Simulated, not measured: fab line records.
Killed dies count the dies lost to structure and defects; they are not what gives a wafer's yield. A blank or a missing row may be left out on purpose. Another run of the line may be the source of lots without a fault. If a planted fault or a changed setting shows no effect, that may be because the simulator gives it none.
Matching of chambers ; flow n5Finfet ; 4 sister chambers for N5_STI_FIN_REVEAL_ALD_14 on aldSin-01
The step deposits Si3N4, target thk 3 nm. 8 wafers are shown with their chamber, then 12 later ones without.

WAFERS PAIRED WITH THEIR CHAMBERS
wafer;chamber;heaterPowerOuterW (W);heaterPowerW (W)
L081.6;0;601;912
L087.4;3;425;734
L087.6;2;539;903
L088.1;2;522;914
L088.6;1;470;759
L089.2;1;484;767
L089.5;0;607;934
L089.6;3;416;731

WAFERS WHOSE CHAMBER IS MISSING
wafer;heaterPowerOuterW (W);heaterPowerW (W)
L090.2;548;925
L090.5;604;947
L090.6;409;722
L093.3;615;946
L093.5;528;911
L093.6;423;742
L095.3;419;724
L095.4;540;950
L095.5;406;740
L096.3;421;739
L096.5;531;917
L096.6;417;732

CHAMBER TAKEN BY EACH
wafer;from the rows above;in truth
L090.2;2;2
L090.5;0;0
L090.6;3;3
L093.3;0;0
L093.5;2;2
L093.6;3;3
L095.3;3;3
L095.4;2;2
L095.5;3;3
L096.3;3;3
L096.5;2;2
L096.6;3;3
Correct placement for 12 of the 12. From these rows, 0 cannot be placed. Wrongly placed: 0.
How it was worked out, from the rows above alone: a wafer's distance from a chamber is the root of the sum, over the readings, of the square of ((its reading less the chamber's mean) divided by the reading's scatter). The wafer belongs to the nearest chamber; if the next one is less than 2 further off, it can't be placed. Each chamber's mean is taken over the wafers shown for it. The scatter: the root of (the sum of the squares of (reading less its chamber's mean) over the shown wafers, divided by (wafers less chambers)).
